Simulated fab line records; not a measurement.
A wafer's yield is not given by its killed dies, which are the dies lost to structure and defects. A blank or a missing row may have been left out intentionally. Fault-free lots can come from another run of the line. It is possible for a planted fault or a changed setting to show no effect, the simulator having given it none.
fab line records -- flow nand_harc -- part 1 of 2: steps 1 to 14 of 25
record lots=5, wafers=15, last_day=32
route steps=1302 shown A_CHANNEL_HOLE_D2@587 A_CHANNEL_FILL_D2@610
lots untouched by any fault: they come from a run of this same line in which no faults occurred
start_h: start of the lot's first displayed wafer, in hours after the record's first day -- wait_h: hours since the lot's step before -- " the same as in the row above -- L1.1+2: a single row standing in for several wafers -- - either no value or no given start -- * or withheld: withheld -- < > ~ a bound
route shown NAME@n: a module of which the file shows steps, and the number in the route of the first -- usual: mean/standard deviation taken from wafers without a fault -- same: alike in all rows -- chamber/n: place in a boat -- sites: readings site by site -- _std_site: their standard deviation -- _edge_site: inner sites' mean taken away from outer sites' mean -- radius_mm: how far each site lies from the wafer's centre -- mask NAME#n: copy n -- behind: the tool/chamber that last shaped the wafer -- hold: what put the lot on hold/how long, in hours/how the hold closed -- device: transistor that didn't switch, given as n, p or np -- end of line: at the end of the route, the tests of the same wafers -- where a step has no rows: the recipe by itself -- killed: the dies lost at the first sort to structure and to defects; this is not the yield of the wafer -- map: shows each die of a wafer: x if killed, . if not, _ if none is there
set.NAME: the setting that was run; set.NAME@STEP: the one run at that earlier step -- model.NAME: the simulator's own value behind a step, which no gauge read
lots at selected steps of the route; one table per step, one row per wafer
services: a tool's chamber out of use, with start hour (start_h, from the record's first day; less than 0 if before it), hours out, and reason
## steps
# step NHARC_A_CHANNEL_HOLE_D2_ETCH_39
# recipe target_depth_a=2600, over_etch_frac=0.3, time_s=325, ion_energy_ev=200, n2_flow_sccm=150, h2_flow_sccm=150, ar_flow_sccm=0, rf_w=400, bias_w=150, chemistry=N2/H2
# usual drypump_motor_current_A=5.8/0.52, oes_product_au=0.996/0.012, rf_vpp_V=429.0/2.7, showerhead_plenum_p_Torr=1.98/0.088, throttle_valve_pct=14.171/0.0092
lot.wafer,tool,chamber,start_h,wait_h,drypump_motor_current_A,oes_product_au,rf_hours_counter_h,rf_vpp_V,showerhead_plenum_p_Torr,throttle_valve_pct
L079.4,rie_diel-12,0,-,-,4.8,1.006,5,432.3,2.08,14.172
L079.3,rie_diel-12,2,-,-,5.6,1.014,4,426.2,1.92,14.160
L079.6,rie_diel-12,3,-,-,5.5,1.003,-,430.7,2.00,14.154
L084.1,rie_diel-12,3,-,-,5.4,0.998,8,428.3,2.00,14.176
L084.4,rie_diel-12,0,-,-,4.8,0.999,7,432.6,2.08,14.183
L084.5,rie_diel-12,1,-,-,6.2,0.983,-,427.0,1.91,14.180
L089.4,rie_diel-07,3,-,-,5.9,0.997,9,424.6,1.89,14.176
L089.1,rie_diel-07,1,-,-,5.3,0.993,10,431.1,2.07,14.167
L089.6,rie_diel-07,2,-,-,5.7,0.986,-,432.4,2.09,14.174
L092.4,rie_diel-11,2,-,-,6.4,0.992,1,427.2,1.93,14.181
L092.2,rie_diel-11,3,-,-,4.9,1.004,1,426.8,1.91,14.162
L092.3,rie_diel-11,0,-,-,6.3,1.025,1,427.6,1.94,14.176
L093.4,rie_diel-12,3,-,-,5.5,0.997,2,429.6,2.00,14.161
L093.5,rie_diel-12,1,-,-,6.2,0.998,-,425.9,1.90,14.174
L093.6,rie_diel-12,2,-,-,5.6,1.015,-,427.5,1.92,14.165
# step NHARC_A_CHANNEL_HOLE_D2_ETCH_34
# recipe target_depth_a=1540, time_s=77, cf4_flow_sccm=100, chf3_flow_sccm=30, ar_flow_sccm=0, rf_w=500, bias_w=200, chemistry=CF4/CHF3
# usual cf4_flow_sccm=100.0/0.32, drypump_motor_current_A=5.7/0.53, oes_product_au=0.959/0.02, rf_vpp_V=369.2/2.3, showerhead_plenum_p_Torr=1.53/0.061, throttle_valve_pct=16.802/0.0089
lot.wafer,tool,chamber,start_h,wait_h,cf4_flow_sccm,drypump_motor_current_A,oes_product_au,rf_hours_counter_h,rf_vpp_V,showerhead_plenum_p_Torr,throttle_valve_pct
L079.4,rie_diel-12,3,-,-,100.5,5.5,0.953,5,370.9,1.55,16.796
L079.3,rie_diel-12,0,-,-,99.8,4.8,0.994,5,373.3,1.60,16.806
L079.6,rie_diel-12,3,-,-,100.2,5.5,0.962,-,370.0,1.55,16.799
L084.4,rie_diel-12,1,-,-,99.8,6.2,0.951,7,366.4,1.48,16.806
L084.1,rie_diel-12,0,-,-,100.2,4.7,0.932,7,372.3,1.60,16.818
L084.5,rie_diel-12,2,-,-,100.1,5.6,0.967,-,367.7,1.49,16.800
L089.1,rie_diel-07,0,-,-,99.8,5.7,0.966,11,366.8,1.48,16.802
L089.4,rie_diel-07,3,-,-,99.8,5.8,0.961,9,365.9,1.47,16.798
L089.6,rie_diel-07,0,-,-,100.0,5.7,0.951,-,367.3,1.48,16.817
L092.4,rie_diel-11,0,-,-,99.7,6.3,0.976,2,369.9,1.50,16.807
L092.2,rie_diel-11,2,-,-,100.4,6.5,0.975,1,368.4,1.50,16.815
L092.3,rie_diel-11,3,-,-,99.9,4.9,0.953,1,368.3,1.48,16.815
L093.4,rie_diel-12,2,-,-,99.7,5.6,0.929,3,366.6,1.49,16.802
L093.6,rie_diel-12,0,-,-,100.3,4.8,0.932,-,371.2,1.60,16.781
L093.5,rie_diel-12,1,-,-,99.6,6.1,0.934,-,367.7,1.48,16.805
# step NHARC_A_CHANNEL_HOLE_D2_ETCH_16
# recipe target_depth_a=31000, over_etch_frac=0.3, time_s=806, ion_energy_ev=150, o2_flow_sccm=400, cos_flow_sccm=20, ar_flow_sccm=0, rf_w=500, bias_w=300, chemistry=O2/COS
# usual drypump_motor_current_A=5.8/0.52, oes_product_au=0.999/0.012, rf_vpp_V=313.3/2.1, showerhead_plenum_p_Torr=3.05/0.12, throttle_valve_pct=28.331/0.0082
lot.wafer,tool,chamber,start_h,wait_h,drypump_motor_current_A,oes_product_au,rf_hours_counter_h,rf_vpp_V,showerhead_plenum_p_Torr,throttle_valve_pct
L079.4,rie_diel-12,0,-,-,4.8,0.994,5,315.9,3.18,28.321
L079.3,rie_diel-12,2,-,-,5.6,1.009,4,310.9,2.96,28.334
L079.6,rie_diel-12,1,-,-,6.1,1.006,-,311.8,2.93,28.328
L084.1,rie_diel-12,0,-,-,4.8,1.004,8,315.1,3.18,28.324
L084.4,rie_diel-12,1,-,-,6.2,0.985,7,311.5,2.93,28.330
L084.5,rie_diel-12,2,-,-,5.6,1.000,-,313.3,2.96,28.338
L089.4,rie_diel-07,0,-,-,5.7,0.999,11,312.1,2.93,28.321
L089.1,rie_diel-07,3,-,-,5.9,0.984,9,310.8,2.92,28.309
L089.6,rie_diel-07,1,-,-,5.3,0.988,-,315.2,3.17,28.337
L092.3,rie_diel-11,0,-,-,6.4,1.013,2,312.9,2.98,28.324
L092.4,rie_diel-11,1,-,-,6.5,1.009,2,316.2,3.26,28.330
L092.2,rie_diel-11,3,-,-,4.9,1.005,1,311.2,2.94,28.325
L093.4,rie_diel-12,0,-,-,4.8,0.996,2,315.8,3.17,28.321
L093.5,rie_diel-12,0,-,-,4.8,1.013,-,314.5,3.17,28.330
L093.6,rie_diel-12,1,-,-,6.2,0.999,-,312.1,2.93,28.336
# step NHARC_A_CHANNEL_HOLE_D2_CD_MEAS_18
# usual cd_nm=99.2/2.3
lot.wafer,tool,chamber,start_h,wait_h,cd_nm
L079.3,cd_sem-03,-,347.96,-,99.5
L079.4,cd_sem-03,-,347.96,-,97.6
L079.6,cd_sem-03,-,347.96,-,100.9
L084.1,cd_sem-03,-,406.41,-,102.8
L084.4,cd_sem-03,-,406.41,-,99.1
L084.5,cd_sem-03,-,406.41,-,100.6
L089.1,cd_sem-01,-,452.94,-,96.3
L089.4,cd_sem-01,-,452.94,-,99.0
L089.6,cd_sem-01,-,452.94,-,100.4
L092.2,cd_sem-03,-,465.74,-,97.2
L092.3,cd_sem-03,-,465.74,-,94.4
L092.4,cd_sem-03,-,465.74,-,101.7
L093.4,cd_sem-01,-,480.84,-,97.9
L093.5,cd_sem-01,-,480.84,-,97.4
L093.6,cd_sem-01,-,480.84,-,95.5
# step NHARC_A_CHANNEL_HOLE_D2_ETCH_19
# recipe bias_v=1200, source_w=2500, pressure_mtorr=15, time_s=34.5, ar_flow_sccm=375, c4f8_flow_sccm=28.8, o2_flow_sccm=96.2, temp_c=-20, target_depth_a=*, chemistry=C4F8/O2/Ar
# usual drypump_motor_current_A=5.8/0.49, he_backside_leak_sccm=6.1/0.99, showerhead_plenum_p_Torr=3.73/0.034, throttle_valve_pct=37.037/0.0089
lot.wafer,tool,chamber,start_h,wait_h,drypump_motor_current_A,he_backside_leak_sccm,rf_hours_counter_h,showerhead_plenum_p_Torr,throttle_valve_pct
L079.3,har_etch-01,0,348.80,0.8,5.4,6.0,-,3.72,37.064
L079.4,har_etch-01,1,348.80,0.8,5.6,6.4,-,3.72,37.027
L079.6,har_etch-01,0,348.80,0.8,5.5,6.1,-,3.72,37.033
L084.1,har_etch-02,0,409.90,3.5,6.5,4.7,8,3.75,37.039
L084.4,har_etch-02,1,409.90,3.5,5.4,4.8,-,3.75,37.024
L084.5,har_etch-02,0,409.90,3.5,6.5,4.9,-,3.75,37.049
L089.1,har_etch-02,1,458.67,5.7,5.3,5.3,38,3.73,37.040
L089.4,har_etch-02,0,458.67,5.7,6.6,4.8,-,3.73,37.025
L089.6,har_etch-02,0,458.67,5.7,6.5,4.6,-,3.73,37.032
L092.2,har_etch-02,1,466.99,1.2,5.4,5.0,46,3.73,37.034
L092.3,har_etch-02,0,466.99,1.2,6.6,4.8,-,3.73,37.045
L092.4,har_etch-02,1,466.99,1.2,5.4,5.1,-,3.73,37.032
L093.4,har_etch-02,1,480.94,0.1,5.4,5.1,-,3.72,37.042
L093.5,har_etch-02,1,480.94,0.1,5.4,5.2,-,3.72,37.027
L093.6,har_etch-02,0,480.94,0.1,6.5,4.9,-,3.72,37.039
# step NHARC_A_CHANNEL_HOLE_D2_ETCH_20
# recipe bias_v=3000, source_w=withheld, pressure_mtorr=20, time_s=361.9, ar_flow_sccm=375, c4f8_flow_sccm=89.3, o2_flow_sccm=35.7, temp_c=-20, target_depth_a=16000, chemistry=C4F8/O2/Ar
# usual drypump_motor_current_A=5.8/0.49, he_backside_leak_sccm=6.0/0.99, showerhead_plenum_p_Torr=3.68/0.033, throttle_valve_pct=32.155/0.01
lot.wafer,tool,chamber,start_h,wait_h,drypump_motor_current_A,he_backside_leak_sccm,rf_hours_counter_h,showerhead_plenum_p_Torr,throttle_valve_pct
L079.3,har_etch-01,0,348.98,0.2,5.4,5.7,-,3.68,32.156
L079.4,har_etch-01,1,348.98,0.2,5.7,6.5,-,3.68,32.158
L079.6,har_etch-01,0,348.98,0.2,5.4,5.9,-,3.68,32.155
L084.1,har_etch-02,0,410.04,0.1,6.6,4.7,8,3.70,32.180
L084.4,har_etch-02,1,410.04,0.1,5.4,5.0,-,3.71,32.141
L084.5,har_etch-02,0,410.04,0.1,6.6,4.6,-,3.70,32.146
L089.1,har_etch-02,1,458.81,0.1,5.4,5.0,38,3.69,32.155
L089.4,har_etch-02,0,458.81,0.1,6.5,4.4,-,3.69,32.141
L089.6,har_etch-02,0,458.81,0.1,6.5,4.6,-,3.69,32.147
L092.2,har_etch-02,1,467.14,0.1,5.4,4.7,46,3.69,32.146
L092.3,har_etch-02,0,467.14,0.1,6.5,4.7,-,3.68,32.156
L092.4,har_etch-02,1,467.14,0.1,5.4,5.0,-,3.69,32.163
L093.4,har_etch-02,1,481.12,0.2,5.4,5.2,-,3.68,32.162
L093.5,har_etch-02,1,481.12,0.2,5.4,5.3,-,3.68,32.132
L093.6,har_etch-02,0,481.12,0.2,6.5,4.5,-,3.68,32.140
# step NHARC_A_CHANNEL_HOLE_D2_ETCH_21
# recipe bias_v=3000, source_w=withheld, pressure_mtorr=20, time_s=514.3, ar_flow_sccm=375, c4f8_flow_sccm=89.3, o2_flow_sccm=35.7, temp_c=-20, target_depth_a=16000, chemistry=C4F8/O2/Ar
# usual drypump_motor_current_A=5.8/0.48, he_backside_leak_sccm=6.1/1.1, showerhead_plenum_p_Torr=3.68/0.033, throttle_valve_pct=32.155/0.0092
lot.wafer,tool,chamber,start_h,wait_h,drypump_motor_current_A,he_backside_leak_sccm,rf_hours_counter_h,showerhead_plenum_p_Torr,throttle_valve_pct
L079.3,har_etch-01,0,349.33,0.3,5.4,6.1,-,3.68,32.146
L079.4,har_etch-01,1,349.33,0.3,5.7,6.3,-,3.68,32.143
L079.6,har_etch-01,0,349.33,0.3,5.4,6.3,-,3.68,32.151
L084.1,har_etch-02,0,410.38,0.3,6.5,4.8,8,3.70,32.154
L084.4,har_etch-02,1,410.38,0.3,5.4,4.8,-,3.71,32.146
L084.5,har_etch-02,0,410.38,0.3,6.5,4.6,-,3.70,32.159
L089.1,har_etch-02,1,459.15,0.3,5.3,4.9,38,3.69,32.153
L089.4,har_etch-02,0,459.15,0.3,6.6,4.5,-,3.69,32.143
L089.6,har_etch-02,0,459.15,0.3,6.6,4.9,-,3.69,32.156
L092.2,har_etch-02,1,467.48,0.3,5.5,5.0,46,3.69,32.154
L092.3,har_etch-02,0,467.48,0.3,6.5,4.8,-,3.68,32.159
L092.4,har_etch-02,1,467.48,0.3,5.4,5.0,-,3.69,32.148
L093.4,har_etch-02,1,481.48,0.3,5.4,5.1,-,3.68,32.159
L093.5,har_etch-02,1,481.48,0.3,5.4,5.0,-,3.68,32.151
L093.6,har_etch-02,0,481.48,0.3,6.5,4.8,-,3.68,32.179
# step NHARC_A_CHANNEL_HOLE_D2_ETCH_22
# recipe bias_v=3000, source_w=withheld, pressure_mtorr=20, time_s=666.7, ar_flow_sccm=375, c4f8_flow_sccm=89.3, o2_flow_sccm=35.7, temp_c=-20, target_depth_a=16000, chemistry=C4F8/O2/Ar
# usual drypump_motor_current_A=5.8/0.49, he_backside_leak_sccm=6.1/1, showerhead_plenum_p_Torr=3.68/0.033, throttle_valve_pct=32.155/0.0094
lot.wafer,tool,chamber,start_h,wait_h,drypump_motor_current_A,he_backside_leak_sccm,rf_hours_counter_h,showerhead_plenum_p_Torr,throttle_valve_pct
L079.3,har_etch-01,0,349.82,0.4,5.5,6.1,-,3.68,32.140
L079.4,har_etch-01,1,349.82,0.4,5.7,6.8,-,3.68,32.136
L079.6,har_etch-01,0,349.82,0.4,5.4,6.3,-,3.68,32.156
L084.1,har_etch-02,0,410.84,0.4,6.5,4.6,9,3.70,32.143
L084.4,har_etch-02,1,410.84,0.4,5.4,5.0,-,3.71,32.151
L084.5,har_etch-02,0,410.84,0.4,6.5,4.8,-,3.70,32.147
L089.1,har_etch-02,1,459.61,0.4,5.4,4.9,39,3.69,32.150
L089.4,har_etch-02,0,459.61,0.4,6.5,4.9,-,3.69,32.159
L089.6,har_etch-02,0,459.61,0.4,6.5,4.8,-,3.69,32.153
L092.2,har_etch-02,1,467.95,0.4,5.4,5.1,47,3.69,32.155
L092.3,har_etch-02,0,467.95,0.4,6.5,4.7,-,3.68,32.153
L092.4,har_etch-02,1,467.95,0.4,5.4,5.1,-,3.69,32.152
L093.4,har_etch-02,1,481.96,0.4,5.5,5.0,-,3.68,32.143
L093.5,har_etch-02,1,481.96,0.4,5.4,5.1,-,3.68,32.147
L093.6,har_etch-02,0,481.96,0.4,6.5,4.7,-,3.68,32.156
# step NHARC_A_CHANNEL_HOLE_D2_ETCH_23
# recipe bias_v=5000, source_w=withheld, pressure_mtorr=20, time_s=819, ar_flow_sccm=375, c4f8_flow_sccm=89.3, o2_flow_sccm=35.7, temp_c=-20, target_depth_a=16000, chemistry=C4F8/O2/Ar
# usual drypump_motor_current_A=5.8/0.49, he_backside_leak_sccm=6.1/1.1, showerhead_plenum_p_Torr=3.68/0.033, throttle_valve_pct=32.155/0.0089
lot.wafer,tool,chamber,start_h,wait_h,drypump_motor_current_A,he_backside_leak_sccm,rf_hours_counter_h,showerhead_plenum_p_Torr,throttle_valve_pct
L079.3,har_etch-01,0,350.44,0.5,5.4,6.0,-,3.68,32.165
L079.4,har_etch-01,1,350.44,0.5,5.7,6.5,-,3.68,32.155
L079.6,har_etch-01,0,350.44,0.5,5.4,9.9,-,3.68,32.144
L084.1,har_etch-02,0,411.42,0.5,6.5,4.5,9,3.70,32.154
L084.4,har_etch-02,1,411.42,0.5,5.4,4.9,-,3.71,32.137
L084.5,har_etch-02,0,411.42,0.5,6.5,4.7,-,3.70,32.164
L089.1,har_etch-02,1,460.21,0.5,5.4,5.2,39,3.69,32.148
L089.4,har_etch-02,0,460.21,0.5,6.5,4.8,-,3.69,32.154
L089.6,har_etch-02,0,460.21,0.5,6.5,4.6,-,3.69,32.159
L092.2,har_etch-02,1,468.54,0.5,5.4,5.0,47,3.69,32.142
L092.3,har_etch-02,0,468.54,0.5,6.5,4.7,-,3.68,32.158
L092.4,har_etch-02,1,468.54,0.5,5.4,5.0,-,3.69,32.151
L093.4,har_etch-02,1,482.57,0.5,5.4,4.9,-,3.68,32.160
L093.5,har_etch-02,1,482.57,0.5,5.4,5.1,-,3.68,32.165
L093.6,har_etch-02,0,482.57,0.5,6.5,4.8,-,3.68,32.149
# step NHARC_A_CHANNEL_HOLE_D2_ETCH_24
# recipe bias_v=5000, source_w=withheld, pressure_mtorr=20, time_s=906.2, ar_flow_sccm=375, c4f8_flow_sccm=93.8, o2_flow_sccm=31.2, temp_c=-20, target_depth_a=15000, chemistry=C4F8/O2/Ar
# usual drypump_motor_current_A=5.8/0.49, he_backside_leak_sccm=6.1/0.97, showerhead_plenum_p_Torr=3.68/0.033, throttle_valve_pct=32.236/0.0099
lot.wafer,tool,chamber,start_h,wait_h,drypump_motor_current_A,he_backside_leak_sccm,rf_hours_counter_h,showerhead_plenum_p_Torr,throttle_valve_pct
L079.3,har_etch-01,0,351.16,0.6,5.4,6.1,-,3.67,32.247
L079.4,har_etch-01,1,351.16,0.6,5.7,6.5,-,3.67,32.241
L079.6,har_etch-01,0,351.16,0.6,5.5,6.0,-,3.67,32.244
L084.1,har_etch-02,0,412.13,0.6,6.5,4.9,10,3.70,32.240
L084.4,har_etch-02,1,412.13,0.6,5.4,5.0,-,3.70,32.237
L084.5,har_etch-02,0,412.13,0.6,6.6,4.8,-,3.70,32.235
L089.1,har_etch-02,1,460.91,0.6,5.4,4.8,40,3.69,32.226
L089.4,har_etch-02,0,460.91,0.6,6.5,4.7,-,3.68,32.235
L089.6,har_etch-02,0,460.91,0.6,6.5,4.7,-,3.68,32.256
L092.2,har_etch-02,1,469.24,0.6,5.4,5.1,48,3.68,32.231
L092.3,har_etch-02,0,469.24,0.6,6.6,4.8,-,3.68,32.235
L092.4,har_etch-02,1,469.24,0.6,5.4,7.0,-,3.68,32.240
L093.4,har_etch-02,1,483.29,0.6,5.4,5.1,-,3.68,32.231
L093.5,har_etch-02,1,483.29,0.6,5.4,5.1,-,3.68,32.245
L093.6,har_etch-02,0,483.29,0.6,6.5,4.8,-,3.67,32.236
# step NHARC_A_CHANNEL_HOLE_D2_ETCH_25
# recipe bias_v=5000, source_w=withheld, pressure_mtorr=20, time_s=1040.2, ar_flow_sccm=375, c4f8_flow_sccm=93.8, o2_flow_sccm=31.2, temp_c=-20, target_depth_a=15000, chemistry=C4F8/O2/Ar
# usual drypump_motor_current_A=5.8/0.48, he_backside_leak_sccm=6.2/1.2, showerhead_plenum_p_Torr=3.68/0.033, throttle_valve_pct=32.235/0.0085
lot.wafer,tool,chamber,start_h,wait_h,drypump_motor_current_A,he_backside_leak_sccm,rf_hours_counter_h,showerhead_plenum_p_Torr,throttle_valve_pct
L079.3,har_etch-01,0,351.97,0.7,5.4,6.0,-,3.67,32.240
L079.4,har_etch-01,1,351.97,0.7,5.7,6.3,-,3.67,32.225
L079.6,har_etch-01,0,351.97,0.7,5.4,6.1,-,3.67,32.232
L084.1,har_etch-02,0,412.94,0.7,6.5,4.6,11,3.70,32.214
L084.4,har_etch-02,1,412.94,0.7,5.4,5.0,-,3.70,32.235
L084.5,har_etch-02,0,412.94,0.7,6.5,4.8,-,3.70,32.235
L089.1,har_etch-02,1,461.69,0.7,5.4,5.0,41,3.69,32.246
L089.4,har_etch-02,0,461.69,0.7,6.5,4.8,-,3.68,32.256
L089.6,har_etch-02,0,461.69,0.7,6.5,4.9,-,3.68,32.239
L092.2,har_etch-02,1,470.02,0.7,5.4,5.0,49,3.68,32.238
L092.3,har_etch-02,0,470.02,0.7,6.5,4.7,-,3.68,32.242
L092.4,har_etch-02,1,470.02,0.7,5.4,5.1,-,3.68,32.235
L093.4,har_etch-02,1,484.09,0.7,5.4,5.0,-,3.68,32.222
L093.5,har_etch-02,1,484.09,0.7,5.4,5.1,-,3.68,32.212
L093.6,har_etch-02,0,484.09,0.7,6.5,4.8,-,3.67,32.233
# step NHARC_A_CHANNEL_HOLE_D2_ETCH_26
# recipe bias_v=300, source_w=2000, pressure_mtorr=30, time_s=224.1, ar_flow_sccm=375, c4f8_flow_sccm=11.4, o2_flow_sccm=113.6, temp_c=-20, target_depth_a=3000, chemistry=C4F8/O2/Ar
# usual drypump_motor_current_A=5.8/0.49, he_backside_leak_sccm=6.0/0.98, showerhead_plenum_p_Torr=3.73/0.035, throttle_valve_pct=24.585/0.01
lot.wafer,tool,chamber,start_h,wait_h,drypump_motor_current_A,he_backside_leak_sccm,rf_hours_counter_h,showerhead_plenum_p_Torr,throttle_valve_pct
L079.3,har_etch-01,0,352.62,0.5,5.4,6.0,-,3.72,24.598
L079.4,har_etch-01,1,352.62,0.5,5.6,6.5,-,3.72,24.588
L079.6,har_etch-01,0,352.62,0.5,5.5,6.0,-,3.72,24.587
L084.1,har_etch-02,0,413.71,0.6,6.5,4.6,11,3.75,24.583
L084.4,har_etch-02,1,413.71,0.6,5.4,5.0,-,3.75,24.564
L084.5,har_etch-02,0,413.71,0.6,6.5,4.7,-,3.75,24.600
L089.1,har_etch-02,1,462.46,0.6,5.4,5.0,42,3.74,24.605
L089.4,har_etch-02,0,462.46,0.6,6.6,4.8,-,3.73,24.589
L089.6,har_etch-02,0,462.46,0.6,6.6,4.9,-,3.73,24.602
L092.2,har_etch-02,1,470.79,0.6,5.4,5.0,49,3.73,24.562
L092.3,har_etch-02,0,470.79,0.6,6.5,4.8,-,3.73,24.593
L092.4,har_etch-02,1,470.79,0.6,5.4,5.1,-,3.73,24.592
L093.4,har_etch-02,1,484.76,0.5,5.4,5.3,-,3.72,24.600
L093.5,har_etch-02,1,484.76,0.5,5.4,5.2,-,3.72,24.585
L093.6,har_etch-02,0,484.76,0.5,6.5,4.9,-,3.72,24.576
# step NHARC_A_CHANNEL_HOLE_D2_ETCH_27
# recipe bias_v=400, source_w=2000, pressure_mtorr=25, time_s=90, ar_flow_sccm=375, c4f8_flow_sccm=41.7, o2_flow_sccm=83.3, temp_c=-20, target_depth_a=4000, chemistry=C4F8/O2/Ar
# usual drypump_motor_current_A=5.8/0.49, he_backside_leak_sccm=6.1/1, showerhead_plenum_p_Torr=3.72/0.034, throttle_valve_pct=27.619/0.0092
lot.wafer,tool,chamber,start_h,wait_h,drypump_motor_current_A,he_backside_leak_sccm,rf_hours_counter_h,showerhead_plenum_p_Torr,throttle_valve_pct
L079.3,har_etch-01,0,352.82,0.2,5.4,6.2,-,3.72,27.613
L079.4,har_etch-01,1,352.82,0.2,5.7,6.3,-,3.72,27.617
L079.6,har_etch-01,0,352.82,0.2,5.4,6.1,-,3.72,27.623
L084.1,har_etch-02,0,413.91,0.2,6.6,4.8,12,3.74,27.633
L084.4,har_etch-02,1,413.91,0.2,5.4,4.8,-,3.75,27.630
L084.5,har_etch-02,0,413.91,0.2,6.5,4.8,-,3.74,27.615
L089.1,har_etch-02,1,462.65,0.2,5.4,5.2,42,3.73,27.629
L089.4,har_etch-02,0,462.65,0.2,6.5,4.9,-,3.73,27.628
L089.6,har_etch-02,0,462.65,0.2,6.5,4.7,-,3.72,27.629
L092.2,har_etch-02,1,470.99,0.2,5.4,4.9,50,3.73,27.628
L092.3,har_etch-02,0,470.99,0.2,6.5,4.7,-,3.72,27.612
L092.4,har_etch-02,1,470.99,0.2,5.4,5.1,-,3.73,27.609
L093.4,har_etch-02,1,484.95,0.2,5.4,5.1,-,3.72,27.603
L093.5,har_etch-02,1,484.95,0.2,5.4,5.1,-,3.72,27.609
L093.6,har_etch-02,0,484.95,0.2,6.6,4.9,-,3.71,27.604
# step NHARC_A_CHANNEL_HOLE_D2_STRIP_41
# recipe n2_flow_sccm=150, h2_flow_sccm=150, ar_flow_sccm=0, bias_w=0, chemistry=N2/H2
lot.wafer,tool,chamber,start_h,wait_h
L079.4+3+6,rie_diel-11,"0,1,1",353.29,0.4
L084.4+1+5,rie_diel-11,"1,3,2",414.40,0.4
L089.4+1+6,rie_diel-11,"3,0,3",463.16,0.4
L092.3+4+2,rie_diel-11,"2,3,0",471.49,0.4
L093.4+5+6,rie_diel-07,"1,3,0",485.43,0.5
